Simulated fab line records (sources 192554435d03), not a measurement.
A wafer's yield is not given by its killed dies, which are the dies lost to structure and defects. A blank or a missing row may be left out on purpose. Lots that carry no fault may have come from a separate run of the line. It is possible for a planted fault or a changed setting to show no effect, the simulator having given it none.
Which of the tools did it? ; flow n5Finfet ; 9 lots with 25 wafers sampled at 4 steps, on a route of 1938 steps

WHAT THE GAUGES READ, wafer by wafer
N5_BEOL_M13_THK_MEAS_50: measures by xrf.
lot;measured;on;M13_THK (nm)
L732;day 12 23:34;filmMetro-01;- - -
L734;day 12 20:38;filmMetro-02;- - -
L736;day 14 01:49;filmMetro-01;408 418 406
L742;day 15 04:43;filmMetro-02;419 422
L743;day 15 14:08;filmMetro-01;417 408
L744;day 15 17:53;filmMetro-01;419 418 416
L745;day 16 00:15;filmMetro-02;435 426 425
L746;day 16 01:20;filmMetro-01;412 408 430
L747;day 16 21:11;filmMetro-01;442 422 427

WHAT TOOL EACH LOT RAN ON (gives the tool, then ch and the chambers of the sampled wafers, and finally the start)
lot;N5_BEOL_M13_STRIP_63;N5_BEOL_M13_STRIP_37;N5_BEOL_M13_SPUTTER_45
L732;plasmaAsher-01 ch 0,1, day 12 20:24;plasmaAsher-01 ch 0,1, day 12 21:46;pvdSputter-02, day 12 22:41
L734;plasmaAsher-01 ch 0,1, day 12 16:26;plasmaAsher-02 ch 0,1, day 12 17:41;pvdSputter-02, day 12 19:41
L736;plasmaAsher-01 ch 0,1, day 13 19:32;plasmaAsher-02 ch 0,1, day 13 20:46;pvdSputter-03, day 14 00:51
L742;plasmaAsher-02 ch 0,1, day 15 01:38;plasmaAsher-02 ch 0,1, day 15 03:05;pvdSputter-03, day 15 03:50
L743;plasmaAsher-02 ch 0,1, day 15 07:51;plasmaAsher-01 ch 0,1, day 15 09:07;pvdSputter-03, day 15 13:07
L744;plasmaAsher-02 ch 0,1, day 15 14:05;plasmaAsher-02 ch 0,1, day 15 15:19;pvdSputter-02, day 15 17:01
L745;plasmaAsher-01 ch 0,1, day 15 19:41;plasmaAsher-01 ch 0,1, day 15 21:05;pvdSputter-02, day 15 23:23
L746;plasmaAsher-01 ch 0,1, day 15 20:20;plasmaAsher-02 ch 1, day 15 21:53;pvdSputter-02, day 16 00:12
L747;plasmaAsher-01 ch 0,1, day 16 18:25;plasmaAsher-01 ch 0,1, day 16 19:43;pvdSputter-01, day 16 20:16
- N5_BEOL_M13_STRIP_63: strips in N2/H2.
- N5_BEOL_M13_STRIP_37: strips in N2/H2.
- N5_BEOL_M13_SPUTTER_45: material Cu, target thk 80 nm, time 13.33 s.

THE ANSWER, worked out from the rows above alone
Rule: what is usual is taken from the lots themselves. Put in order of their means at a reading, lots are off if they are a third of the lots or fewer, leave a main group of 4 or more, and stand apart from it by a gap of 3 or more times the standard deviation of the main group's means; of several such gaps the widest counts. Not used: any main group whose means are identical at the precision the tables above print for the reading. A lot without any number at a reading at which 4 lots or more have one is off too. Any other lot the step has rows for is counted as sound.
Off: at N5_BEOL_M13_THK_MEAS_50 (M13_THK), L732, L734. Without a number there: L732, L734. Mean 420 nm and standard deviation 7 in the main group.
A tool fits if, at a process step before that reading, it ran every lot that is off, and no sound lot after the first of them. Gauges at N5_BEOL_M13_THK_MEAS_50: tried the same way as those tools. No candidate that was tried fits.

WHAT HAD BEEN PUT IN BY THE SIMULATOR
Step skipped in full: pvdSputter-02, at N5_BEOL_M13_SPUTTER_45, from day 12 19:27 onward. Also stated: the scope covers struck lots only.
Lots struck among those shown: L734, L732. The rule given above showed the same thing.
